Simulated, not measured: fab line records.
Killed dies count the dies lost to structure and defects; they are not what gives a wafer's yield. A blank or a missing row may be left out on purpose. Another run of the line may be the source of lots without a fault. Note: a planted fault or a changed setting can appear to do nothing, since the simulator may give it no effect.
Which tool is to blame? | flow nand harc | 7 lots, 21 wafers sampled, at 3 steps of a route of 1302

== WHAT THE GAUGES READ, wafer by wafer ==
NHARC_P_M0_THK_MEAS_24: measures by xrf.
lot  | measured     | on            | thk nm (nm)
L554 | day 7 19:34  | film metro-01 | 120.1 115.8 118.9
L557 | day 9 05:22  | film metro-01 | 117.4 117.6 117.3
L565 | day 12 20:28 | film metro-01 | 116.8 117.7 117.4
L567 | day 13 06:10 | film metro-02 | 117.3 116.0 117.5
L569 | day 14 01:06 | film metro-01 | 116.6 114.9 116.3
L571 | day 14 19:42 | film metro-01 | 116.0 118.6 116.0
L573 | day 15 20:30 | film metro-01 | 116.1 116.7 115.4

== WHICH TOOL RAN EACH LOT (tool, then ch and the chambers of the sampled wafers, then the start) ==
lot  | NHARC_P_CONTACT_PVD_32       | NHARC_P_M0_PVD_20
L554 | pvd sputter-01, day 7 14:22  | pvd sputter-01, day 7 19:34 or earlier
L557 | pvd sputter-03, day 9 00:37  | pvd sputter-03, day 9 05:22 or earlier
L565 | pvd sputter-01, day 12 11:48 | pvd sputter-03, day 12 20:28 or earlier
L567 | pvd sputter-01, day 13 01:16 | pvd sputter-02, day 13 06:10 or earlier
L569 | pvd sputter-01, day 13 20:20 | pvd sputter-01, day 14 01:06 or earlier
L571 | pvd sputter-01, day 14 15:04 | pvd sputter-02, day 14 19:42 or earlier
L573 | pvd sputter-02, day 15 15:51 | pvd sputter-03, day 15 20:30 or earlier
- NHARC_P_CONTACT_PVD_32: deposits Ti, target thk 5 nm, time 17.7 s.
- NHARC_P_M0_PVD_20: deposits TaN, target thk 5 nm, time 8.06 s.

== THE ANSWER, worked out from the rows above alone ==
Rule: the lots themselves supply what counts as usual. Put in order of their means at a reading, lots are off if they are a third of the lots or fewer, leave a main group of 4 or more, and stand apart from it by a gap of 3 or more times the standard deviation of the main group's means; of several such gaps the widest counts. The tables above print the reading to a certain number of digits; a main group whose means all agree to those digits is not used. A lot without any number at a reading at which 4 lots or more have one is off too. Any other lot the step has rows for is counted as sound.
Nothing can be told from this: no lot is off at any reading shown.

== WHAT THE SIMULATOR PUT IN ==
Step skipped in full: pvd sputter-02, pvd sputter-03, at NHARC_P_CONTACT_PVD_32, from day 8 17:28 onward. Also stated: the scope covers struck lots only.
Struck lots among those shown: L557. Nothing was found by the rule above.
